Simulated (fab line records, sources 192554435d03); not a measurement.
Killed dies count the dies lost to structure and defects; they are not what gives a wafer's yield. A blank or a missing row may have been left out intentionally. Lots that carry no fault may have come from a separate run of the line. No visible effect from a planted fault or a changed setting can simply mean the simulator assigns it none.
fab line records / flow n5_finfet / part 2 of 2: steps 5 to 6 of 6
record lots=20 wafers=60 last_day=20
route steps=1938 shown ILD0@339 SDB@360
lots untouched by any fault: they come from a run of this same line in which no faults occurred
start_h: hours from the record's opening day to when the first of the lot's shown wafers began / wait_h: hours from the lot's prior step to this one / " unchanged from the row above / L1.1+2: several wafers, shown together as one row / - no value, or no start given / * or withheld: withheld / < > ~ a bound
route shown NAME@n: a module of which the file shows steps, and the number in the route of the first / usual: mean and standard deviation over wafers with no fault / same: alike in all rows / chamber/n: place in a boat / sites: readings site by site / _std_site: the standard deviation of these / _edge_site: outer sites' mean less inner sites' / radius_mm: for every site, how far away it sits from the centre of the wafer / mask NAME#n: copy n / behind: the tool/chamber that last shaped the wafer / hold: what put the lot on hold/how long, in hours/how the hold closed / device: which transistor (n, p or np) failed to switch / end of line: at the end of the route, the tests of the same wafers / a step given without rows: its recipe and nothing more / killed: the dies lost at the first sort to structure and to defects; this is not the yield of the wafer / map: the dies of a wafer, with x for killed, . for not killed, _ for no die there
set.NAME: the run value of the setting; set.NAME@STEP: its run value at that earlier step / model.NAME: the simulator's own value behind a step, which no gauge read
one table for each step of the route and one row for each wafer, over a sample of lots
services: when a tool's chamber went out of use (start_h, in hours from the record's first day, below 0 if earlier), for how many hours, and the reason
## steps
# step N5_SDB_CUT_ETCH_26
# recipe chemistry=HBr/Cl2/O2 target=Si target_depth_a=1296 bt_time_s=20 mask_material=SiNx time_s=51.8 ion_energy_ev=* bias_w=* pressure_mtorr=10 icp_w=800 HBr_flow_sccm=150 Cl2_flow_sccm=80 O2_flow_sccm=12
# usual HBr_flow_sccm=150.0/0.45 drypump_motor_current_A=5.7/0.36 oes_o_777_au=1.00/0.053 oes_product_au=1.011/0.016 throttle_valve_pct=37.1/0.34
lot.wafer=L074.2 tool=rie_si-05 chamber=2 start_h=66.29 wait_h=0.1 HBr_flow_sccm=150.5 drypump_motor_current_A=6.0 oes_o_777_au=0.99 oes_product_au=1.026 rf_hours_counter_h=158 throttle_valve_pct=37.2
lot.wafer=L074.4 tool=rie_si-05 chamber=3 start_h=66.29 wait_h=0.1 HBr_flow_sccm=149.8 drypump_motor_current_A=5.9 oes_o_777_au=0.90 oes_product_au=1.000 rf_hours_counter_h=7 throttle_valve_pct=37.4
lot.wafer=L074.6 tool=rie_si-05 chamber=3 start_h=66.29 wait_h=0.1 HBr_flow_sccm=149.4 drypump_motor_current_A=5.9 oes_o_777_au=0.90 oes_product_au=0.993 rf_hours_counter_h=- throttle_valve_pct=37.4
lot.wafer=L075.2 tool=rie_si-05 chamber=0 start_h=72.82 wait_h=0.1 HBr_flow_sccm=150.2 drypump_motor_current_A=5.8 oes_o_777_au=1.06 oes_product_au=1.027 rf_hours_counter_h=91 throttle_valve_pct=36.8
lot.wafer=L075.4 tool=rie_si-05 chamber=3 start_h=72.82 wait_h=0.1 HBr_flow_sccm=149.8 drypump_motor_current_A=5.9 oes_o_777_au=0.91 oes_product_au=0.989 rf_hours_counter_h=7 throttle_valve_pct=37.4
lot.wafer=L075.5 tool=rie_si-05 chamber=2 start_h=72.82 wait_h=0.1 HBr_flow_sccm=150.3 drypump_motor_current_A=6.0 oes_o_777_au=0.98 oes_product_au=1.024 rf_hours_counter_h=- throttle_valve_pct=37.2
lot.wafer=L077.1 tool=rie_si-05 chamber=3 start_h=84.35 wait_h=0.1 HBr_flow_sccm=149.6 drypump_motor_current_A=5.9 oes_o_777_au=0.90 oes_product_au=0.988 rf_hours_counter_h=7 throttle_valve_pct=37.4
lot.wafer=L077.5 tool=rie_si-05 chamber=3 start_h=84.35 wait_h=0.1 HBr_flow_sccm=149.4 drypump_motor_current_A=5.9 oes_o_777_au=0.89 oes_product_au=0.993 rf_hours_counter_h=- throttle_valve_pct=37.4
lot.wafer=L077.6 tool=rie_si-05 chamber=2 start_h=84.35 wait_h=0.1 HBr_flow_sccm=149.5 drypump_motor_current_A=6.0 oes_o_777_au=0.97 oes_product_au=1.021 rf_hours_counter_h=- throttle_valve_pct=37.2
lot.wafer=L078.1 tool=rie_si-05 chamber=2 start_h=91.13 wait_h=0.1 HBr_flow_sccm=150.1 drypump_motor_current_A=6.0 oes_o_777_au=0.98 oes_product_au=1.021 rf_hours_counter_h=158 throttle_valve_pct=37.2
lot.wafer=L078.4 tool=rie_si-05 chamber=0 start_h=91.13 wait_h=0.1 HBr_flow_sccm=149.5 drypump_motor_current_A=5.8 oes_o_777_au=1.07 oes_product_au=1.020 rf_hours_counter_h=91 throttle_valve_pct=36.8
lot.wafer=L078.5 tool=rie_si-05 chamber=0 start_h=91.13 wait_h=0.1 HBr_flow_sccm=150.0 drypump_motor_current_A=5.8 oes_o_777_au=1.06 oes_product_au=1.015 rf_hours_counter_h=- throttle_valve_pct=36.8
lot.wafer=L079.1 tool=rie_si-02 chamber=0 start_h=96.08 wait_h=0.1 HBr_flow_sccm=149.6 drypump_motor_current_A=5.7 oes_o_777_au=0.98 oes_product_au=1.001 rf_hours_counter_h=57 throttle_valve_pct=37.5
lot.wafer=L079.2 tool=rie_si-02 chamber=1 start_h=96.08 wait_h=0.1 HBr_flow_sccm=150.1 drypump_motor_current_A=5.4 oes_o_777_au=1.03 oes_product_au=1.023 rf_hours_counter_h=28 throttle_valve_pct=37.0
lot.wafer=L079.3 tool=rie_si-02 chamber=2 start_h=96.08 wait_h=0.1 HBr_flow_sccm=150.4 drypump_motor_current_A=6.1 oes_o_777_au=1.06 oes_product_au=1.024 rf_hours_counter_h=82 throttle_valve_pct=36.3
lot.wafer=L080.1 tool=rie_si-02 chamber=0 start_h=102.29 wait_h=0.1 HBr_flow_sccm=150.2 drypump_motor_current_A=5.7 oes_o_777_au=0.99 oes_product_au=0.998 rf_hours_counter_h=57 throttle_valve_pct=37.5
lot.wafer=L080.2 tool=rie_si-02 chamber=1 start_h=102.29 wait_h=0.1 HBr_flow_sccm=150.2 drypump_motor_current_A=5.4 oes_o_777_au=1.03 oes_product_au=1.036 rf_hours_counter_h=28 throttle_valve_pct=36.9
lot.wafer=L080.4 tool=rie_si-02 chamber=2 start_h=102.29 wait_h=0.1 HBr_flow_sccm=150.0 drypump_motor_current_A=6.1 oes_o_777_au=1.06 oes_product_au=1.027 rf_hours_counter_h=82 throttle_valve_pct=36.3
lot.wafer=L081.2 tool=rie_si-02 chamber=2 start_h=110.26 wait_h=0.1 HBr_flow_sccm=150.2 drypump_motor_current_A=6.1 oes_o_777_au=1.06 oes_product_au=1.031 rf_hours_counter_h=82 throttle_valve_pct=36.3
lot.wafer=L081.3 tool=rie_si-02 chamber=3 start_h=110.26 wait_h=0.1 HBr_flow_sccm=149.8 drypump_motor_current_A=5.4 oes_o_777_au=1.05 oes_product_au=0.999 rf_hours_counter_h=64 throttle_valve_pct=37.4
lot.wafer=L081.4 tool=rie_si-02 chamber=0 start_h=110.26 wait_h=0.1 HBr_flow_sccm=149.5 drypump_motor_current_A=5.7 oes_o_777_au=0.98 oes_product_au=0.999 rf_hours_counter_h=57 throttle_valve_pct=37.5
lot.wafer=L082.3 tool=rie_si-02 chamber=3 start_h=118.07 wait_h=0.1 HBr_flow_sccm=150.7 drypump_motor_current_A=5.4 oes_o_777_au=1.04 oes_product_au=0.996 rf_hours_counter_h=65 throttle_valve_pct=37.4
lot.wafer=L082.5 tool=rie_si-02 chamber=2 start_h=118.07 wait_h=0.1 HBr_flow_sccm=149.6 drypump_motor_current_A=6.1 oes_o_777_au=1.06 oes_product_au=1.034 rf_hours_counter_h=- throttle_valve_pct=36.3
lot.wafer=L082.6 tool=rie_si-02 chamber=3 start_h=118.07 wait_h=0.1 HBr_flow_sccm=150.3 drypump_motor_current_A=5.4 oes_o_777_au=1.05 oes_product_au=0.998 rf_hours_counter_h=- throttle_valve_pct=37.4
lot.wafer=L083.1 tool=rie_si-02 chamber=0 start_h=124.46 wait_h=0.1 HBr_flow_sccm=149.8 drypump_motor_current_A=5.7 oes_o_777_au=0.98 oes_product_au=1.000 rf_hours_counter_h=57 throttle_valve_pct=37.5
lot.wafer=L083.3 tool=rie_si-02 chamber=3 start_h=124.46 wait_h=0.1 HBr_flow_sccm=149.4 drypump_motor_current_A=5.4 oes_o_777_au=1.05 oes_product_au=0.992 rf_hours_counter_h=65 throttle_valve_pct=37.4
lot.wafer=L083.5 tool=rie_si-02 chamber=1 start_h=124.46 wait_h=0.1 HBr_flow_sccm=151.0 drypump_motor_current_A=5.4 oes_o_777_au=1.02 oes_product_au=1.028 rf_hours_counter_h=- throttle_valve_pct=37.0
lot.wafer=L084.3 tool=rie_si-02 chamber=2 start_h=130.98 wait_h=0.1 HBr_flow_sccm=150.2 drypump_motor_current_A=6.1 oes_o_777_au=1.07 oes_product_au=1.032 rf_hours_counter_h=83 throttle_valve_pct=36.3
lot.wafer=L084.5 tool=rie_si-02 chamber=0 start_h=130.98 wait_h=0.1 HBr_flow_sccm=149.8 drypump_motor_current_A=5.7 oes_o_777_au=1.00 oes_product_au=1.005 rf_hours_counter_h=- throttle_valve_pct=37.5
lot.wafer=L084.6 tool=rie_si-02 chamber=1 start_h=130.98 wait_h=0.1 HBr_flow_sccm=149.9 drypump_motor_current_A=5.4 oes_o_777_au=1.03 oes_product_au=1.026 rf_hours_counter_h=- throttle_valve_pct=37.0
lot.wafer=L085.3 tool=rie_si-01 chamber=1 start_h=137.64 wait_h=0.1 HBr_flow_sccm=150.0 drypump_motor_current_A=5.7 oes_o_777_au=1.05 oes_product_au=1.002 rf_hours_counter_h=15 throttle_valve_pct=37.4
lot.wafer=L085.4 tool=rie_si-01 chamber=3 start_h=137.64 wait_h=0.1 HBr_flow_sccm=149.3 drypump_motor_current_A=5.4 oes_o_777_au=0.98 oes_product_au=1.026 rf_hours_counter_h=88 throttle_valve_pct=36.7
lot.wafer=L085.6 tool=rie_si-01 chamber=2 start_h=137.64 wait_h=0.1 HBr_flow_sccm=150.0 drypump_motor_current_A=4.8 oes_o_777_au=1.04 oes_product_au=1.018 rf_hours_counter_h=- throttle_valve_pct=37.0
lot.wafer=L086.2 tool=rie_si-05 chamber=2 start_h=144.20 wait_h=0.1 HBr_flow_sccm=149.7 drypump_motor_current_A=6.0 oes_o_777_au=0.99 oes_product_au=1.016 rf_hours_counter_h=159 throttle_valve_pct=37.2
lot.wafer=L086.3 tool=rie_si-05 chamber=3 start_h=144.20 wait_h=0.1 HBr_flow_sccm=150.8 drypump_motor_current_A=5.9 oes_o_777_au=0.91 oes_product_au=0.986 rf_hours_counter_h=8 throttle_valve_pct=37.4
lot.wafer=L086.5 tool=rie_si-05 chamber=0 start_h=144.20 wait_h=0.1 HBr_flow_sccm=149.5 drypump_motor_current_A=5.8 oes_o_777_au=1.07 oes_product_au=1.013 rf_hours_counter_h=- throttle_valve_pct=36.8
lot.wafer=L087.1 tool=rie_si-05 chamber=2 start_h=151.20 wait_h=0.1 HBr_flow_sccm=150.2 drypump_motor_current_A=6.0 oes_o_777_au=0.98 oes_product_au=1.018 rf_hours_counter_h=159 throttle_valve_pct=37.2
lot.wafer=L087.2 tool=rie_si-05 chamber=0 start_h=151.20 wait_h=0.1 HBr_flow_sccm=150.8 drypump_motor_current_A=5.8 oes_o_777_au=1.07 oes_product_au=1.019 rf_hours_counter_h=93 throttle_valve_pct=36.8
lot.wafer=L087.5 tool=rie_si-05 chamber=3 start_h=151.20 wait_h=0.1 HBr_flow_sccm=150.7 drypump_motor_current_A=5.9 oes_o_777_au=0.90 oes_product_au=0.988 rf_hours_counter_h=- throttle_valve_pct=37.4
lot.wafer=L088.1 tool=rie_si-05 chamber=0 start_h=153.94 wait_h=0.1 HBr_flow_sccm=150.2 drypump_motor_current_A=5.8 oes_o_777_au=1.06 oes_product_au=1.017 rf_hours_counter_h=93 throttle_valve_pct=36.8
lot.wafer=L088.3 tool=rie_si-05 chamber=2 start_h=153.94 wait_h=0.1 HBr_flow_sccm=150.6 drypump_motor_current_A=6.0 oes_o_777_au=0.98 oes_product_au=1.019 rf_hours_counter_h=159 throttle_valve_pct=37.2
lot.wafer=L088.6 tool=rie_si-05 chamber=3 start_h=153.94 wait_h=0.1 HBr_flow_sccm=149.6 drypump_motor_current_A=5.9 oes_o_777_au=0.90 oes_product_au=0.989 rf_hours_counter_h=- throttle_valve_pct=37.4
lot.wafer=L090.4 tool=rie_si-05 chamber=0 start_h=162.12 wait_h=0.0 HBr_flow_sccm=150.2 drypump_motor_current_A=5.8 oes_o_777_au=1.07 oes_product_au=1.025 rf_hours_counter_h=93 throttle_valve_pct=36.8
lot.wafer=L090.5 tool=rie_si-05 chamber=3 start_h=162.12 wait_h=0.0 HBr_flow_sccm=150.2 drypump_motor_current_A=5.9 oes_o_777_au=0.90 oes_product_au=0.994 rf_hours_counter_h=- throttle_valve_pct=37.4
lot.wafer=L090.6 tool=rie_si-05 chamber=0 start_h=162.12 wait_h=0.0 HBr_flow_sccm=150.7 drypump_motor_current_A=5.8 oes_o_777_au=1.06 oes_product_au=1.018 rf_hours_counter_h=- throttle_valve_pct=36.8
lot.wafer=L091.2 tool=rie_si-01 chamber=0 start_h=173.71 wait_h=0.1 HBr_flow_sccm=150.2 drypump_motor_current_A=6.0 oes_o_777_au=0.97 oes_product_au=0.968 rf_hours_counter_h=9 throttle_valve_pct=37.3
lot.wafer=L091.4 tool=rie_si-01 chamber=1 start_h=173.71 wait_h=0.1 HBr_flow_sccm=149.2 drypump_motor_current_A=5.8 oes_o_777_au=1.05 oes_product_au=1.004 rf_hours_counter_h=16 throttle_valve_pct=37.4
lot.wafer=L091.6 tool=rie_si-01 chamber=3 start_h=173.71 wait_h=0.1 HBr_flow_sccm=150.4 drypump_motor_current_A=5.5 oes_o_777_au=0.98 oes_product_au=1.007 rf_hours_counter_h=- throttle_valve_pct=36.7
lot.wafer=L093.1 tool=rie_si-02 chamber=0 start_h=185.56 wait_h=0.1 HBr_flow_sccm=149.8 drypump_motor_current_A=5.7 oes_o_777_au=0.99 oes_product_au=0.999 rf_hours_counter_h=58 throttle_valve_pct=37.5
lot.wafer=L093.2 tool=rie_si-02 chamber=1 start_h=185.56 wait_h=0.1 HBr_flow_sccm=149.2 drypump_motor_current_A=5.4 oes_o_777_au=1.03 oes_product_au=1.028 rf_hours_counter_h=30 throttle_valve_pct=36.9
lot.wafer=L093.6 tool=rie_si-02 chamber=2 start_h=185.56 wait_h=0.1 HBr_flow_sccm=149.8 drypump_motor_current_A=6.1 oes_o_777_au=1.06 oes_product_au=1.027 rf_hours_counter_h=- throttle_valve_pct=36.3
lot.wafer=L094.1 tool=rie_si-02 chamber=1 start_h=187.11 wait_h=0.1 HBr_flow_sccm=150.0 drypump_motor_current_A=5.4 oes_o_777_au=1.02 oes_product_au=1.024 rf_hours_counter_h=30 throttle_valve_pct=37.0
lot.wafer=L094.2 tool=rie_si-02 chamber=3 start_h=187.11 wait_h=0.1 HBr_flow_sccm=150.4 drypump_motor_current_A=5.4 oes_o_777_au=1.04 oes_product_au=0.997 rf_hours_counter_h=66 throttle_valve_pct=37.4
lot.wafer=L094.6 tool=rie_si-02 chamber=1 start_h=187.11 wait_h=0.1 HBr_flow_sccm=150.7 drypump_motor_current_A=5.4 oes_o_777_au=1.03 oes_product_au=1.033 rf_hours_counter_h=- throttle_valve_pct=37.0
lot.wafer=L095.2 tool=rie_si-02 chamber=0 start_h=194.20 wait_h=0.1 HBr_flow_sccm=150.0 drypump_motor_current_A=5.8 oes_o_777_au=0.98 oes_product_au=1.007 rf_hours_counter_h=59 throttle_valve_pct=37.5
lot.wafer=L095.3 tool=rie_si-02 chamber=3 start_h=194.20 wait_h=0.1 HBr_flow_sccm=150.1 drypump_motor_current_A=5.4 oes_o_777_au=1.04 oes_product_au=0.999 rf_hours_counter_h=66 throttle_valve_pct=37.4
lot.wafer=L095.6 tool=rie_si-02 chamber=0 start_h=194.20 wait_h=0.1 HBr_flow_sccm=150.0 drypump_motor_current_A=5.7 oes_o_777_au=0.98 oes_product_au=0.994 rf_hours_counter_h=- throttle_valve_pct=37.5
lot.wafer=L097.1 tool=rie_si-05 chamber=3 start_h=210.44 wait_h=0.1 HBr_flow_sccm=149.3 drypump_motor_current_A=5.9 oes_o_777_au=0.90 oes_product_au=0.994 rf_hours_counter_h=9 throttle_valve_pct=37.4
lot.wafer=L097.2 tool=rie_si-05 chamber=0 start_h=210.44 wait_h=0.1 HBr_flow_sccm=149.7 drypump_motor_current_A=5.8 oes_o_777_au=1.07 oes_product_au=1.014 rf_hours_counter_h=94 throttle_valve_pct=36.8
lot.wafer=L097.4 tool=rie_si-05 chamber=2 start_h=210.44 wait_h=0.1 HBr_flow_sccm=150.5 drypump_motor_current_A=6.0 oes_o_777_au=0.98 oes_product_au=1.028 rf_hours_counter_h=160 throttle_valve_pct=37.2
# step N5_SDB_THK_MEAS_31
# recipe reads=a-Si_of_DUMMY_GATE_CVD_03
# usual SDB_THK=64.2/1
lot.wafer=L074.2 tool=film_metro-01 chamber=- start_h=69.50 wait_h=- SDB_THK[nm]=63.8
lot.wafer=L074.4 tool=film_metro-01 chamber=- start_h=69.50 wait_h=- SDB_THK[nm]=66.4
lot.wafer=L074.6 tool=film_metro-01 chamber=- start_h=69.50 wait_h=- SDB_THK[nm]=65.2
lot.wafer=L075.2 tool=film_metro-01 chamber=- start_h=76.03 wait_h=- SDB_THK[nm]=64.1
lot.wafer=L075.4 tool=film_metro-01 chamber=- start_h=76.03 wait_h=- SDB_THK[nm]=64.8
lot.wafer=L075.5 tool=film_metro-01 chamber=- start_h=76.03 wait_h=- SDB_THK[nm]=64.2
lot.wafer=L077.1 tool=film_metro-02 chamber=- start_h=87.57 wait_h=- SDB_THK[nm]=64.3
lot.wafer=L077.5 tool=film_metro-02 chamber=- start_h=87.57 wait_h=- SDB_THK[nm]=63.6
lot.wafer=L077.6 tool=film_metro-02 chamber=- start_h=87.57 wait_h=- SDB_THK[nm]=64.3
lot.wafer=L078.1 tool=film_metro-02 chamber=- start_h=94.55 wait_h=- SDB_THK[nm]=62.6
lot.wafer=L078.4 tool=film_metro-02 chamber=- start_h=94.55 wait_h=- SDB_THK[nm]=64.2
lot.wafer=L078.5 tool=film_metro-02 chamber=- start_h=94.55 wait_h=- SDB_THK[nm]=63.3
lot.wafer=L079.1 tool=film_metro-01 chamber=- start_h=100.12 wait_h=- SDB_THK[nm]=64.1
lot.wafer=L079.2 tool=film_metro-01 chamber=- start_h=100.12 wait_h=- SDB_THK[nm]=64.8
lot.wafer=L079.3 tool=film_metro-01 chamber=- start_h=100.12 wait_h=- SDB_THK[nm]=62.9
lot.wafer=L080.1 tool=film_metro-01 chamber=- start_h=105.50 wait_h=- SDB_THK[nm]=65.2
lot.wafer=L080.2 tool=film_metro-01 chamber=- start_h=105.50 wait_h=- SDB_THK[nm]=63.6
lot.wafer=L080.4 tool=film_metro-01 chamber=- start_h=105.50 wait_h=- SDB_THK[nm]=63.5
lot.wafer=L081.2 tool=film_metro-02 chamber=- start_h=113.48 wait_h=- SDB_THK[nm]=66.0
lot.wafer=L081.3 tool=film_metro-02 chamber=- start_h=113.48 wait_h=- SDB_THK[nm]=64.4
lot.wafer=L081.4 tool=film_metro-02 chamber=- start_h=113.48 wait_h=- SDB_THK[nm]=63.3
lot.wafer=L082.3 tool=film_metro-01 chamber=- start_h=121.28 wait_h=- SDB_THK[nm]=63.0
lot.wafer=L082.5 tool=film_metro-01 chamber=- start_h=121.28 wait_h=- SDB_THK[nm]=64.7
lot.wafer=L082.6 tool=film_metro-01 chamber=- start_h=121.28 wait_h=- SDB_THK[nm]=64.2
lot.wafer=L083.1 tool=film_metro-02 chamber=- start_h=127.67 wait_h=- SDB_THK[nm]=64.1
lot.wafer=L083.3 tool=film_metro-02 chamber=- start_h=127.67 wait_h=- SDB_THK[nm]=63.1
lot.wafer=L083.5 tool=film_metro-02 chamber=- start_h=127.67 wait_h=- SDB_THK[nm]=63.6
lot.wafer=L084.3 tool=film_metro-01 chamber=- start_h=134.19 wait_h=- SDB_THK[nm]=64.0
lot.wafer=L084.5 tool=film_metro-01 chamber=- start_h=134.19 wait_h=- SDB_THK[nm]=64.8
lot.wafer=L084.6 tool=film_metro-01 chamber=- start_h=134.19 wait_h=- SDB_THK[nm]=65.0
lot.wafer=L085.3 tool=film_metro-02 chamber=- start_h=140.86 wait_h=- SDB_THK[nm]=65.0
lot.wafer=L085.4 tool=film_metro-02 chamber=- start_h=140.86 wait_h=- SDB_THK[nm]=64.2
lot.wafer=L085.6 tool=film_metro-02 chamber=- start_h=140.86 wait_h=- SDB_THK[nm]=63.5
lot.wafer=L086.2 tool=film_metro-02 chamber=- start_h=147.41 wait_h=- SDB_THK[nm]=64.9
lot.wafer=L086.3 tool=film_metro-02 chamber=- start_h=147.41 wait_h=- SDB_THK[nm]=64.8
lot.wafer=L086.5 tool=film_metro-02 chamber=- start_h=147.41 wait_h=- SDB_THK[nm]=63.1
lot.wafer=L087.1 tool=film_metro-01 chamber=- start_h=154.45 wait_h=- SDB_THK[nm]=64.6
lot.wafer=L087.2 tool=film_metro-01 chamber=- start_h=154.45 wait_h=- SDB_THK[nm]=63.2
lot.wafer=L087.5 tool=film_metro-01 chamber=- start_h=154.45 wait_h=- SDB_THK[nm]=64.1
lot.wafer=L088.1 tool=film_metro-01 chamber=- start_h=157.16 wait_h=- SDB_THK[nm]=64.1
lot.wafer=L088.3 tool=film_metro-01 chamber=- start_h=157.16 wait_h=- SDB_THK[nm]=63.3
lot.wafer=L088.6 tool=film_metro-01 chamber=- start_h=157.16 wait_h=- SDB_THK[nm]=63.8
lot.wafer=L090.4 tool=film_metro-01 chamber=- start_h=166.40 wait_h=- SDB_THK[nm]=62.6
lot.wafer=L090.5 tool=film_metro-01 chamber=- start_h=166.40 wait_h=- SDB_THK[nm]=63.1
lot.wafer=L090.6 tool=film_metro-01 chamber=- start_h=166.40 wait_h=- SDB_THK[nm]=61.0
lot.wafer=L091.2 tool=film_metro-02 chamber=- start_h=176.92 wait_h=- SDB_THK[nm]=63.7
lot.wafer=L091.4 tool=film_metro-02 chamber=- start_h=176.92 wait_h=- SDB_THK[nm]=62.9
lot.wafer=L091.6 tool=film_metro-02 chamber=- start_h=176.92 wait_h=- SDB_THK[nm]=65.0
lot.wafer=L093.1 tool=film_metro-02 chamber=- start_h=188.81 wait_h=- SDB_THK[nm]=65.0
lot.wafer=L093.2 tool=film_metro-02 chamber=- start_h=188.81 wait_h=- SDB_THK[nm]=64.4
lot.wafer=L093.6 tool=film_metro-02 chamber=- start_h=188.81 wait_h=- SDB_THK[nm]=64.0
lot.wafer=L094.1 tool=film_metro-01 chamber=- start_h=190.73 wait_h=- SDB_THK[nm]=63.4
lot.wafer=L094.2 tool=film_metro-01 chamber=- start_h=190.73 wait_h=- SDB_THK[nm]=63.0
lot.wafer=L094.6 tool=film_metro-01 chamber=- start_h=190.73 wait_h=- SDB_THK[nm]=61.7
lot.wafer=L095.2 tool=film_metro-01 chamber=- start_h=197.44 wait_h=- SDB_THK[nm]=63.5
lot.wafer=L095.3 tool=film_metro-01 chamber=- start_h=197.44 wait_h=- SDB_THK[nm]=62.0
lot.wafer=L095.6 tool=film_metro-01 chamber=- start_h=197.44 wait_h=- SDB_THK[nm]=63.1
lot.wafer=L097.1 tool=film_metro-02 chamber=- start_h=213.65 wait_h=- SDB_THK[nm]=62.3
lot.wafer=L097.2 tool=film_metro-02 chamber=- start_h=213.65 wait_h=- SDB_THK[nm]=64.8
lot.wafer=L097.4 tool=film_metro-02 chamber=- start_h=213.65 wait_h=- SDB_THK[nm]=63.7
## services
tool=rie_si-05 chamber=0 start_h=45.20 hours=6.5 kind=repair
tool=rie_diel-01 chamber=1 start_h=88.33 hours=1.7 kind=repair
tool=rie_diel-04 chamber=0 start_h=98.61 hours=- kind=clean
tool=rie_diel-04 chamber=0 start_h=98.61 hours=- kind=consumable_replace:focus_ring
tool=rie_diel-01 chamber=0 start_h=99.46 hours=- kind=clean
tool=rie_diel-01 chamber=0 start_h=99.46 hours=- kind=consumable_replace:focus_ring
tool=rie_diel-01 chamber=0 start_h=99.46 hours=- kind=consumable_replace:showerhead
tool=rie_diel-01 chamber=0 start_h=99.46 hours=25.6 kind=scheduled_down
tool=rie_diel-01 chamber=0 start_h=99.46 hours=25.6 kind=vent_cycle
tool=rie_diel-01 chamber=1 start_h=111.49 hours=9.7 kind=repair
tool=rie_diel-06 chamber=0 start_h=130.10 hours=4.0 kind=repair
tool=rie_diel-06 chamber=0 start_h=141.88 hours=- kind=clean
tool=rie_diel-06 chamber=0 start_h=141.88 hours=- kind=consumable_replace:focus_ring
tool=rie_diel-06 chamber=0 start_h=141.88 hours=33.7 kind=scheduled_down
tool=rie_diel-06 chamber=0 start_h=141.88 hours=33.7 kind=vent_cycle
tool=rie_diel-01 chamber=3 start_h=156.77 hours=43.4 kind=repair
tool=rie_si-02 chamber=1 start_h=162.54 hours=3.4 kind=repair
tool=rie_diel-04 chamber=1 start_h=171.89 hours=1.4 kind=repair
tool=rie_diel-06 chamber=3 start_h=181.80 hours=17.0 kind=repair
tool=rie_diel-06 chamber=2 start_h=198.81 hours=- kind=clean
tool=rie_diel-06 chamber=2 start_h=198.81 hours=- kind=consumable_replace:focus_ring
tool=rie_diel-06 chamber=2 start_h=198.81 hours=16.9 kind=scheduled_down
tool=rie_diel-06 chamber=2 start_h=198.81 hours=16.9 kind=vent_cycle
tool=rie_diel-01 chamber=- start_h=202.64 hours=0.5 kind=repair
